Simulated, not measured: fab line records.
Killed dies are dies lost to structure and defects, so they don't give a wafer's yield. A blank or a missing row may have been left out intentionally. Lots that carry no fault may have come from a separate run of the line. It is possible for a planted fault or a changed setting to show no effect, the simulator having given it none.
fab line records	flow n5Finfet
record lots=6	wafers=16	lastDay=17
route steps=1938 shown BEOL_M4@1096 PASSIVATION@1936
lots that met no fault: from a run of the same line without faults
startH: hours from the record's opening day to when the first of the lot's shown wafers began	waitH: hours from the lot's prior step to this one	" as in the row above	L1.1+2: one row covering several wafers at once	- no value present, or no start provided	* or withheld: withheld	< > ~ a bound
route shown NAME@n: names a module that has steps shown in the file, with the first one's number in the route	usual: mean and standard deviation over wafers with no fault	same: alike in all rows	chamber/n: place in a boat	sites: per-site readings	_std_site: standard deviation of those values	_edge_site: the outer-site mean with the inner-site mean subtracted	radiusMm: how far each site lies from the wafer's centre	mask NAME#n: copy n	behind: the tool/chamber that last shaped the wafer	hold: why the lot was held/for how many hours/how that ended	device: the n, p or np transistor that did not switch	end of line: the route-end tests of the same wafers	a step with no rows: only its recipe	killed: dies lost to structure and defects at the first sort, not the wafer's yield	map: dies across one wafer; x = killed, . = not, _ = none there
set.NAME: the setting the step ran with; set.NAME@STEP: the setting that earlier step ran with	model.NAME: the simulator's own value behind a step, which no gauge read
a table for each step, a row for each wafer; lots at some steps of the route
services: a tool's chamber out of use, with start hour (startH, from the record's first day; less than 0 if before it), hours out, and reason
## steps
# step N5_BEOL_M4_SPUTTER_92
# recipe material=Cu	targetThkA=45	tempC=-20	chamberPressurePa=0.07	powerW=withheld	timeS=8.29
# step N5_BEOL_M4_ANNEAL_93
# recipe tempC=400	timeS=240	ambient=vacuum
# usual heaterPowerW=855/100
lot.wafer	tool	chamber	startH	waitH	heaterPowerW
L372.1	pvdSputter-03	-	189.72	0.0	1028
L372.2	"	-	"	"	879
L372.3	"	-	"	"	941
L374.1	pvdSputter-01	-	208.35	0.0	879
L374.4	"	-	"	"	737
L374.6	"	-	"	"	897
L386.1	pvdSputter-02	-	272.84	0.0	961
L386.6	"	-	"	"	761
L385.1	pvdSputter-01	-	278.51	0.0	747
L385.6	"	-	"	"	744
L389.1	pvdSputter-01	-	292.60	0.0	864
L389.4	"	-	"	"	741
L389.6	"	-	"	"	755
L391.1	pvdSputter-03	-	305.69	0.0	863
L391.2	"	-	"	"	1044
L391.3	"	-	"	"	954
# step N5_BEOL_M4_SPUTTER_94
# recipe material=Cu	targetThkA=45	tempC=-20	chamberPressurePa=0.07	powerW=withheld	timeS=8.29
# step N5_BEOL_M4_ANNEAL_95
# recipe tempC=400	timeS=240	ambient=vacuum
# usual heaterPowerW=854/100
lot.wafer	tool	chamber	startH	waitH	heaterPowerW
L372.1	pvdSputter-03	-	189.94	0.0	1039
L372.2	"	-	"	"	863
L372.3	"	-	"	"	945
L374.1	pvdSputter-01	-	208.57	0.0	859
L374.4	"	-	"	"	730
L374.6	"	-	"	"	874
L386.1	pvdSputter-02	-	273.06	0.0	980
L386.6	"	-	"	"	752
L385.1	pvdSputter-01	-	278.73	0.0	734
L385.6	"	-	"	"	739
L389.1	pvdSputter-01	-	292.82	0.0	892
L389.4	"	-	"	"	742
L389.6	"	-	"	"	736
L391.1	pvdSputter-03	-	305.91	0.0	867
L391.2	"	-	"	"	1059
L391.3	"	-	"	"	949
# step N5_BEOL_M4_SPUTTER_96
# recipe material=Cu	targetThkA=45	tempC=-20	chamberPressurePa=0.07	powerW=withheld	timeS=8.29
# usual substrateTempC=-20.00/0.12	throttleValvePct=30.6/0.78
lot.wafer	tool	chamber	startH	waitH	substrateTempC	throttleValvePct
L372.1	pvdSputter-03	-	190.08	0.1	-20.01	31.0
L372.2	"	-	"	"	-20.05	31.9
L372.3	"	-	"	"	-20.09	31.4
L374.1	pvdSputter-01	-	208.71	0.1	-20.08	29.8
L374.4	"	-	"	"	-20.05	30.7
L374.6	"	-	"	"	-19.98	29.7
L386.1	pvdSputter-02	-	273.20	0.1	-19.95	31.2
L386.6	"	-	"	"	-20.02	29.9
L385.1	pvdSputter-01	-	278.87	0.1	-19.99	30.6
L385.6	"	-	"	"	-20.03	30.7
L389.1	pvdSputter-01	-	292.96	0.1	-20.04	29.7
L389.4	"	-	"	"	-20.16	30.6
L389.6	"	-	"	"	-20.05	30.4
L391.1	pvdSputter-03	-	306.05	0.1	-20.19	31.9
L391.2	"	-	"	"	-19.97	31.3
L391.3	"	-	"	"	-19.98	31.2
# step N5_BEOL_M4_ECD_50
# recipe material=Cu	targetThkA=3000
# step N5_BEOL_M4_ANNEAL_51
# recipe tempC=225	timeS=90	ambient=N2
# usual wafer_temp_C_max=226.0/0.35
lot.wafer	tool	chamber	startH	waitH	wafer_temp_C_max
L372.1	rtpAnneal-02	0	190.27	0.1	226.0
L372.2	"	0	"	"	226.4
L372.3	"	0	"	"	226.5
L374.1	rtpAnneal-01	0	208.91	0.1	225.7
L374.4	"	0	"	"	225.8
L374.6	"	0	"	"	226.0
L386.1	rtpAnneal-01	0	273.40	0.1	225.5
L386.6	"	0	"	"	225.6
L385.1	rtpAnneal-01	0	279.07	0.1	225.6
L385.6	"	0	"	"	225.9
L389.1	rtpAnneal-01	0	293.16	0.1	225.5
L389.4	"	0	"	"	225.8
L389.6	"	0	"	"	225.6
L391.1	rtpAnneal-01	0	306.24	0.1	225.7
L391.2	"	0	"	"	225.5
L391.3	"	0	"	"	225.6
# step N5_BEOL_M4_CMP_52
# recipe stopOn=SiOC	tOverpolishS=6.8	downForcePsi=1	platenRpm=50	clearingPlatenDownForcePsi=1.5	clearingPlatenRpm=50	postCmpClean=cuAlkaline	targetThkNm=40	clearingPlatenPadVelocityMS=0.99484	padVelocityMS=0.99484
# step N5_BEOL_M4_THK_MEAS_53
# recipe thkMeasGauge=xrf	reads=Cu_of_BEOL_M4_ECD_50
# usual M4_THK=39.0/1.4
lot.wafer	tool	chamber	startH	waitH	M4_THK[nm]
L372.1	filmMetro-02	-	190.86	-	39.8
L372.2	"	-	"	"	38.5
L372.3	"	-	"	"	36.8
L374.1	filmMetro-02	-	209.50	-	38.7
L374.4	"	-	"	"	37.7
L374.6	"	-	"	"	39.0
L386.1	filmMetro-02	-	274.01	-	38.0
L386.6	"	-	"	"	37.9
L385.1	filmMetro-02	-	279.66	-	37.8
L385.6	"	-	"	"	38.2
L389.1	filmMetro-02	-	293.75	-	40.8
L389.4	"	-	"	"	37.4
L389.6	"	-	"	"	38.3
L391.1	filmMetro-02	-	306.83	-	41.0
L391.2	"	-	"	"	41.4
L391.3	"	-	"	"	42.8
# step N5_BEOL_M4_PRE_CLEAN_60
# recipe gas=NH3/H2	timeS=15	tempC=*	rfPowerW=300
# step N5_BEOL_M4_CO_CAP_55
# recipe material=Co	targetThkA=20	tempC=200	precursor=CCTBA/H2	pressureTorr=30	timeS=102.1
# usual heaterPowerW=226/15
lot.wafer	tool	chamber	startH	waitH	heaterPowerW
L372.1	cvdCo-02	1	190.94	0.0	224
L372.2	"	2	"	"	223
L372.3	"	0	"	"	222
L374.1	cvdCo-02	0	209.58	0.0	224
L374.4	"	1	"	"	235
L374.6	"	0	"	"	224
L386.1	cvdCo-01	1	274.08	0.0	201
L386.6	"	0	"	"	249
L385.1	cvdCo-01	1	279.73	0.0	203
L385.6	"	0	"	"	249
L389.1	cvdCo-02	0	293.82	0.0	226
L389.4	"	0	"	"	228
L389.6	"	1	"	"	239
L391.1	cvdCo-01	1	306.91	0.0	201
L391.2	"	2	"	"	225
L391.3	"	0	"	"	251
# step N5_BEOL_M4_PRE_CLEAN_56
# recipe gas=NH3	timeS=15	tempC=withheld	rfPowerW=300
# step N5_BEOL_M4_DEP_57
# recipe material=SiCN	targetThkA=80	tempC=withheld	precursor=3MS/NH3	pressureTorr=3	rfW=202	timeS=14
# usual showerheadPlenumPTorr=3.658/0.021	throttleValvePct=9.0/0.51
lot.wafer	tool	chamber	startH	waitH	showerheadPlenumPTorr	throttleValvePct	model.SiCN_of_BEOL_M4_DEP_57.thkNm
L372.1	pecvd-02	0	191.06	0.0	3.642	9.5	8
L372.2	"	1	"	"	3.646	8.2	8
L372.3	"	2	"	"	3.672	8.4	8
L374.1	pecvd-01	2	209.70	0.0	3.635	8.7	8
L374.4	"	1	"	"	3.698	9.5	8.2
L374.6	"	2	"	"	3.626	8.4	8
L386.1	pecvd-02	0	274.20	0.0	3.643	9.5	2
L386.6	"	1	"	"	3.649	8.7	2.2
L385.1	pecvd-02	2	279.85	0.0	3.667	8.4	2.2
L385.6	"	2	"	"	3.650	8.4	2.4
L389.1	pecvd-04	1	293.95	0.0	3.658	9.5	8
L389.4	"	2	"	"	3.690	8.6	8
L389.6	"	2	"	"	3.691	8.5	8
L391.1	pecvd-04	2	307.04	0.0	3.687	8.4	7.8
L391.2	"	1	"	"	3.666	9.6	8
L391.3	"	2	"	"	3.679	8.4	8.2
# step N5_BEOL_M4_RS_MEAS_58
# recipe thkMeasGauge=four-point-probe	reads=Co_of_BEOL_M4_CO_CAP_55+Cu_of_BEOL_M4_ECD_50+Co_of_BEOL_M4_CVD_47+TaN_of_BEOL_M4_ALD_84
# usual M4_RS=0.69/0.031
lot.wafer	tool	chamber	startH	waitH	M4_RS[ohm/sq]
L372.1	filmMetro-02	-	191.12	0.0	0.68
L372.2	"	-	"	"	0.71
L372.3	"	-	"	"	0.75
L374.1	filmMetro-01	-	209.76	0.0	0.70
L374.4	"	-	"	"	0.72
L374.6	"	-	"	"	0.69
L386.1	filmMetro-02	-	274.27	0.1	0.72
L386.6	"	-	"	"	0.72
L385.1	filmMetro-02	-	279.92	0.0	0.71
L385.6	"	-	"	"	0.70
L389.1	filmMetro-01	-	294.04	0.1	0.64
L389.4	"	-	"	"	0.72
L389.6	"	-	"	"	0.70
L391.1	filmMetro-02	-	307.13	0.1	0.65
L391.2	"	-	"	"	0.64
L391.3	"	-	"	"	0.62
# step N5_BEOL_M4_RC_MEAS_101
# usual DIBL_N=36.3/1.4	DIBL_P=35.7/1.5	IOFF_N=0.155/0.022	IOFF_P=0.204/0.027	ION_N=671/9	ION_P=459/6.2	SS_N=71.5/0.54	SS_P=73.1/0.56	VT_N=250.2/2.6	VT_P=-251/3.3
lot.wafer	tool	chamber	startH	waitH	DIBL_N[mV/V]	DIBL_P[mV/V]	IOFF_N[nA/um]	IOFF_P[nA/um]	ION_N[uA/um]	ION_P[uA/um]	SS_N[mV/dec]	SS_P[mV/dec]	VT_N[mV]	VT_P[mV]
L372.1	prober-02	0	191.18	0.0	37.7	37.2	0.183	0.269	686	480	71.7	73.5	245.5	-243
L372.2	"	0	"	"	36.0	34.5	0.155	0.234	675	465	72.4	73.5	253.0	-248
L372.3	"	0	"	"	35.1	33.9	0.137	0.210	671	464	71.3	72.2	250.5	-248
L374.1	prober-01	0	209.81	0.0	38.9	37.3	0.190	0.235	672	457	73.2	73.7	249.6	-247
L374.4	"	0	"	"	38.5	37.5	0.190	0.238	684	461	72.6	73.1	247.2	-247
L374.6	"	0	"	"	38.0	36.5	0.163	0.220	660	453	72.0	73.7	249.8	-251
L386.1	prober-01	0	274.32	0.0	35.4	35.2	0.139	0.192	674	453	71.2	73.7	252.0	-251
L386.6	"	0	"	"	35.4	34.6	0.138	0.192	677	462	71.6	73.0	250.7	-251
L385.1	prober-01	0	279.97	0.0	38.2	37.2	0.163	0.226	675	460	71.5	73.5	251.9	-251
L385.6	"	0	"	"	38.9	38.2	0.177	0.254	675	462	71.7	73.8	249.5	-246
L389.1	prober-02	0	294.09	0.0	35.7	36.3	0.154	0.220	671	460	71.2	72.6	247.2	-248
L389.4	"	0	"	"	35.1	35.1	0.143	0.213	666	460	71.6	72.6	251.1	-249
L389.6	"	0	"	"	36.3	36.7	0.161	0.225	665	460	71.8	73.5	249.2	-247
L391.1	prober-01	0	307.18	0.0	36.2	35.0	0.150	0.181	667	449	71.7	72.0	252.0	-255
L391.2	"	0	"	"	36.1	34.8	0.150	0.182	665	453	71.3	72.3	251.1	-255
L391.3	"	0	"	"	35.6	35.9	0.145	0.186	670	461	71.3	72.7	251.7	-253
# step N5_PASSIVATION_PROBE_49
# usual defectLimitedYield=91.0/1.5	killed_at_M0_to_M3=36/12	killed_at_M4_up=14/5.5	killedAtContacts=11/4.8	killedAtFrontEnd=42/12	killedAtOther=3.7/2.7	killedDies=106/18	killedOpen=70/13	killedShort=35/8.2	sort_bin_5_function=5.3/1	sort_bin_6_memory=3.3/0.69	sortNPass=1074/18	sortYieldPct=91.0/1.5
# same grossDies=1180	killedAtBackSide=0	sort_bin_4_leakage[%]=0	sort_bin_8_speed[%]=0
lot.wafer	tool	chamber	startH	waitH	defectLimitedYield[%]	killed_at_M0_to_M3	killed_at_M4_up	killedAtContacts	killedAtFrontEnd	killedAtOther	killedDies	killedOpen	killedShort	sort_bin_5_function[%]	sort_bin_6_memory[%]	sortNPass	sortYieldPct[%]
L385.1	prober-02	-	382.26	0.0	90.4	34	21	12	43	3	113	75	35	5.3	4.1	1067	90.4
# killed by level:class
L385.1 FIN_SAQP:geometricParticle:open=14 BEOL_M3:geometricParticle:open=12 FIN_SAQP:geometricParticle:short=11 BEOL_M4:geometricParticle:open=9 MOL_CONTACT_COAG:geometricParticle:open=8 BEOL_M0_SAQP:geometricParticle:open=6 BEOL_M0_SAQP:geometricParticle:short=6 STARTING-WAFER:geometricParticle:short=6
## services
tool	chamber	startH	hours	kind
cvdCo-01	-	165.80	3.2	repair
cvdCo-01	-	171.90	2.5	repair
pecvd-02	0	177.37	5.5	scheduledDown
pecvd-04	2	202.38	-	clean
pecvd-04	2	202.38	-	consumableReplace:showerhead
pecvd-04	2	202.38	29.0	scheduledDown
pecvd-04	2	202.38	29.0	ventCycle
rtpAnneal-01	-	217.81	1.1	pm
pecvd-04	1	243.10	2.1	scheduledDown
cvdCo-01	2	245.84	12.5	repair
pecvd-02	2	255.39	13.3	repair
cvdCo-01	-	262.09	4.3	pm
pecvd-01	0	275.00	5.5	scheduledDown
pecvd-02	-	284.87	1.5	repair
pecvd-04	0	290.32	5.5	scheduledDown
pecvd-04	0	306.89	23.2	repair
## key
firstSign none at tools or gauges
modelEffect step=N5_BEOL_M4_DEP_57	value=SiCN_of_BEOL_M4_DEP_57.thkNm	without=7.85	struck=2.2
metAt N5_BEOL_M4_DEP_57
struckWafers L385.1,L385.6,L386.1,L386.6
onsetBetween 191.06 274.20
fault kind=processParameterDrift	tool=pecvd-02	chamber=-	onsetH=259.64	steps=N5_BEOL_M4_DEP_57	channel=timeS	offset=*	shape=step	endH=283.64	scope=struckWafersOnly	actsIn=*	stated=*
